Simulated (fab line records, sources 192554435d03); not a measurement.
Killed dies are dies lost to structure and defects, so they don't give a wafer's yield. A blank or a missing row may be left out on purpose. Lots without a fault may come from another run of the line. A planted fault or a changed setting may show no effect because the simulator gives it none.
Which tool did it? | flow n5_finfet | 8 lots, 24 wafers sampled, at 8 steps of a route of 1938

WHAT THE GAUGES READ, wafer by wafer
N5_FIN_SAQP_INSPECT_40: inspects for defects (brightfield).
lot  | measured    | on                | raw_defect_count
L797 | day 2 04:37 | defect_inspect-01 | 292 335 425
L801 | day 3 03:34 | defect_inspect-02 | 181 239 183
L809 | day 5 02:27 | defect_inspect-02 | 897 191 154
L813 | day 6 01:56 | defect_inspect-02 | 309 321 285
L814 | day 6 07:48 | defect_inspect-01 | 195 306 235
L815 | day 6 13:47 | defect_inspect-02 | 409 444 366
L819 | day 7 14:57 | defect_inspect-01 | 297 137 210
L820 | day 7 20:21 | defect_inspect-01 | 326 227 345

N5_FIN_CUT_INSPECT_10: inspects for defects (brightfield).
lot  | measured    | on                | raw_defect_count
L797 | day 2 05:08 | defect_inspect-01 | 61 79 74
L801 | day 3 03:58 | defect_inspect-01 | 39 37 39
L809 | day 5 02:58 | defect_inspect-01 | 736 30 31
L813 | day 6 02:28 | defect_inspect-01 | 59 67 49
L814 | day 6 08:19 | defect_inspect-02 | 29 49 41
L815 | day 6 14:17 | defect_inspect-01 | 84 79 70
L819 | day 7 15:20 | defect_inspect-01 | 47 21 40
L820 | day 7 20:44 | defect_inspect-01 | 51 48 65

N5_FIN_CUT_INSPECT_17: inspects for defects (brightfield).
lot  | measured    | on                | raw_defect_count
L797 | day 2 06:22 | defect_inspect-02 | 271 318 388
L801 | day 3 04:55 | defect_inspect-01 | 214 273 211
L809 | day 5 04:23 | defect_inspect-02 | 881 187 147
L813 | day 6 03:26 | defect_inspect-02 | 300 323 274
L814 | day 6 09:16 | defect_inspect-01 | 192 323 235
L815 | day 6 15:15 | defect_inspect-01 | 415 509 410
L819 | day 7 16:17 | defect_inspect-01 | 291 167 203
L820 | day 7 21:47 | defect_inspect-02 | 313 218 331

N5_BEOL_M4_RC_MEAS_101.
lot  | measured     | on        | DIBL_N (mV/V)  | DIBL_P (mV/V)  | IOFF_N (nA/um)    | IOFF_P (nA/um) | ION_N (uA/um) | ION_P (uA/um) | SS_N (mV/dec)  | SS_P (mV/dec)  | VT_N (mV)         | VT_P (mV)
L797 | day 7 22:14  | prober-01 | 33.2 34.0 32.9 | 33.2 35.0 32.9 | 0.118 0.134 0.122 | 0.19 0.22 0.19 | 664 661 661   | 460 466 459   | 70.7 71.5 71.3 | 72.6 73.1 72.2 | 253.6 251.4 250.9 | -248 -249 -250
L801 | day 8 17:10  | prober-02 | 37.9 36.6 39.2 | 37.4 35.8 38.7 | 0.156 0.136 0.189 | 0.19 0.18 0.24 | 664 662 678   | 448 451 458   | 71.6 71.7 72.0 | 73.6 73.1 73.8 | 252.5 253.1 248.9 | -253 -254 -251
L809 | day 10 21:25 | prober-01 | 38.7 37.7 36.6 | 37.3 36.7 34.5 | 0.185 0.170 0.151 | 0.24 0.22 0.19 | 683 676 654   | 466 463 450   | 71.8 71.8 71.3 | 73.4 74.3 73.6 | 248.5 249.2 253.6 | -250 -248 -251
L813 | day 11 15:35 | prober-02 | 36.1 35.4 37.2 | 36.2 35.9 38.5 | 0.161 0.151 0.198 | 0.22 0.22 0.26 | 682 681 694   | 473 466 471   | 72.0 71.7 71.3 | 72.8 73.7 72.9 | 248.9 250.4 244.0 | -245 -246 -246
L814 | day 12 12:33 | prober-02 | 35.1 38.1 35.5 | 36.0 38.5 36.5 | 0.152 0.243 0.172 | 0.20 0.25 0.20 | 684 688 685   | 468 466 461   | 71.3 72.3 72.0 | 72.8 73.2 72.8 | 249.8 242.1 246.1 | -252 -249 -249
L815 | day 12 17:29 | prober-01 | 35.4 38.7 39.3 | 35.2 38.5 38.7 | 0.131 0.195 0.200 | 0.18 0.23 0.23 | 675 679 686   | 462 463 466   | 70.7 71.5 71.9 | 72.7 74.0 74.1 | 249.4 246.7 248.2 | -251 -249 -246
L819 | day 15 05:43 | prober-01 | 35.2 34.7 36.7 | 34.8 33.7 36.9 | 0.156 0.139 0.201 | 0.22 0.20 0.26 | 662 670 694   | 460 468 482   | 71.1 70.9 71.0 | 73.1 72.1 73.1 | 247.2 251.6 243.3 | -244 -245 -242
L820 | day 14 16:55 | prober-02 | 34.9 40.0 37.2 | 33.0 39.2 35.1 | 0.124 0.210 0.147 | 0.19 0.30 0.23 | 667 684 675   | 465 473 478   | 70.6 71.4 70.6 | 72.9 75.1 73.6 | 250.1 246.3 249.8 | -249 -246 -248

WHICH TOOL RAN EACH LOT (tool, then ch and the chambers of the sampled wafers, then the start)
lot  | N5_FIN_SAQP_ETCH_65             | N5_FIN_SAQP_ETCH_67               | N5_FIN_SAQP_STRIP_70              | N5_FIN_SAQP_RECESS_71
L797 | rie_si-02 ch 0,1,2, day 2 00:41 | rie_diel-01 ch 2,3, day 2 01:22   | rie_diel-01 ch 2,3, day 2 01:25   | vapor_etch-01 ch 0,1, day 2 01:28
L801 | rie_si-02 ch 0,1,3, day 3 01:25 | rie_diel-03 ch 0,1,2, day 3 02:03 | rie_diel-03 ch 0,1,2, day 3 02:05 | vapor_etch-01 ch 0,1, day 3 02:09
L809 | rie_si-02 ch 0,1,3, day 5 00:13 | rie_diel-03 ch 0,2,3, day 5 00:50 | rie_diel-03 ch 0,2,3, day 5 00:53 | vapor_etch-02 ch 0,1, day 5 01:12
L813 | rie_si-05 ch 0,3, day 5 23:58   | rie_diel-06 ch 0,3, day 6 00:35   | rie_diel-06 ch 0,3, day 6 00:38   | vapor_etch-02 ch 0,1, day 6 00:41
L814 | rie_si-02 ch 1,2,3, day 6 05:44 | rie_diel-01 ch 0,2,3, day 6 06:26 | rie_diel-01 ch 0,2,3, day 6 06:28 | vapor_etch-02 ch 0,1, day 6 06:32
L815 | rie_si-03 ch 1,2,3, day 6 11:49 | rie_diel-01 ch 0,1, day 6 12:26   | rie_diel-01 ch 0,1, day 6 12:28   | vapor_etch-02 ch 0,1, day 6 12:32
L819 | rie_si-02 ch 1,2,3, day 7 12:19 | rie_diel-06 ch 0,1,3, day 7 12:59 | rie_diel-06 ch 0,1,3, day 7 13:02 | vapor_etch-01 ch 0,1, day 7 13:05
L820 | rie_si-05 ch 0,1,3, day 7 18:14 | rie_diel-01 ch 1,2,3, day 7 18:52 | rie_diel-01 ch 1,2,3, day 7 18:54 | vapor_etch-02 ch 0,1, day 7 18:58
- N5_FIN_SAQP_ETCH_65: etches SiO2 in CF4, target depth 4 nm, time 4.4 s.
- N5_FIN_SAQP_ETCH_67: etches SiNx in CH3F/O2, target depth 30 nm.
- N5_FIN_SAQP_STRIP_70: strips in N2/H2.
- N5_FIN_SAQP_RECESS_71: chemistry HF/NH3, target SiO2, target depth 3 nm, afs cycles 1, sublimation time 60 s.

WHAT THE TOOLS THEMSELVES READ (means of the sampled wafers that have a number; where no wafer has one, the mark that the record gives instead)
N5_FIN_SAQP_ETCH_65.
lot  | tool      | drypump_motor_current_A (A) | oes_product_au (a.u.) | throttle_valve_pct (%)
L797 | rie_si-02 | 5.4                         | 1.024                 | 21.87
L801 | rie_si-02 | 5.3                         | 1.013                 | 21.92
L809 | rie_si-02 | 5.3                         | 1.016                 | 21.92
L813 | rie_si-05 | 5.4                         | 1.013                 | 21.77
L814 | rie_si-02 | 5.6                         | 1.021                 | 21.99
L815 | rie_si-03 | 5.4                         | 1.005                 | 21.86
L819 | rie_si-02 | 5.6                         | 1.021                 | 21.99
L820 | rie_si-05 | 5.3                         | 1.008                 | 21.85

N5_FIN_SAQP_ETCH_67.
lot  | tool        | O2_flow_sccm (sccm) | drypump_motor_current_A (A) | oes_product_au (a.u.) | rf_vpp_V (V) | showerhead_plenum_p_Torr (Torr) | throttle_valve_pct (%)
L797 | rie_diel-01 | 19.96               | 5.60                        | 0.71                  | 300          | 2.04                            | 16.5
L801 | rie_diel-03 | 19.99               | 5.77                        | 0.76                  | 301          | 2.03                            | 16.5
L809 | rie_diel-03 | 20.02               | 5.58                        | 0.72                  | 298          | 2.03                            | 16.5
L813 | rie_diel-06 | 20.02               | 5.63                        | 0.81                  | 290          | 1.99                            | 16.3
L814 | rie_diel-01 | 19.95               | 5.64                        | 0.83                  | 300          | 2.05                            | 16.2
L815 | rie_diel-01 | 20.05               | 5.64                        | 0.84                  | 298          | 2.10                            | 16.1
L819 | rie_diel-06 | 19.98               | 5.55                        | 0.75                  | 288          | 2.02                            | 16.5
L820 | rie_diel-01 | 20.01               | 5.55                        | 0.78                  | 300          | 2.03                            | 16.4

N5_FIN_SAQP_STRIP_70.
lot  | tool        | bias_power_w (W) | drypump_motor_current_A (A) | oes_product_au (a.u.) | rf_vpp_V (V) | showerhead_plenum_p_Torr (Torr) | throttle_valve_pct (%)
L797 | rie_diel-01 | 27.98            | 5.62                        | 0.71                  | 121.5        | 3.43                            | 19.5
L801 | rie_diel-03 | 28.03            | 5.80                        | 0.77                  | 121.6        | 3.38                            | 18.6
L809 | rie_diel-03 | 28.01            | 5.57                        | 0.74                  | 122.1        | 3.38                            | 18.8
L813 | rie_diel-06 | 27.97            | 5.66                        | 0.81                  | 121.4        | 3.35                            | 18.8
L814 | rie_diel-01 | 28.04            | 5.64                        | 0.84                  | 121.2        | 3.45                            | 19.0
L815 | rie_diel-01 | 27.99            | 5.67                        | 0.84                  | 122.3        | 3.56                            | 18.8
L819 | rie_diel-06 | 28.03            | 5.56                        | 0.75                  | 121.3        | 3.40                            | 19.1
L820 | rie_diel-01 | 28.04            | 5.56                        | 0.78                  | 122.6        | 3.42                            | 19.2

N5_FIN_SAQP_RECESS_71.
lot  | tool          | drypump_motor_current_A (A)
L797 | vapor_etch-01 | 5.9
L801 | vapor_etch-01 | 6.0
L809 | vapor_etch-02 | 5.2
L813 | vapor_etch-02 | 5.1
L814 | vapor_etch-02 | 5.1
L815 | vapor_etch-02 | 5.1
L819 | vapor_etch-01 | 6.0
L820 | vapor_etch-02 | 5.1

THE ANSWER, worked out from the rows above alone
Rule: what is usual is taken from the lots themselves. Put in order of their means at a reading, lots are off if they are a third of the lots or fewer, leave a main group of 4 or more, and stand apart from it by a gap of 3 or more times the standard deviation of the main group's means; of several such gaps the widest counts. A main group whose means are all the same, to the digits that the tables above print for the reading, isn't used. A lot without any number at a reading at which 4 lots or more have one is off too. The other lots that the step has rows for count as sound. The gauges are gone through in route order, then the tools' own readings, and for those a lot's mean is taken as printed above. The first step at which some lot is off is used, and at that step the reading that is off furthest; a lot without a number counts as furthest.
Off: L809, at N5_FIN_CUT_INSPECT_10 (raw_defect_count). The main group: mean 54, standard deviation 15.
A tool fits if, at a process step before that reading, it ran every lot that is off, and no sound lot after the first of them. The gauges at N5_FIN_CUT_INSPECT_10 are tried like those tools. One fits: rie_diel-03 at N5_FIN_SAQP_ETCH_67 and N5_FIN_SAQP_STRIP_70. At N5_FIN_SAQP_ETCH_67 its last sound lot is L801 (day 3 02:03), its first lot that is off L809 (day 5 00:50): a fault that began between those two fits.

WHAT THE SIMULATOR HAD PUT IN
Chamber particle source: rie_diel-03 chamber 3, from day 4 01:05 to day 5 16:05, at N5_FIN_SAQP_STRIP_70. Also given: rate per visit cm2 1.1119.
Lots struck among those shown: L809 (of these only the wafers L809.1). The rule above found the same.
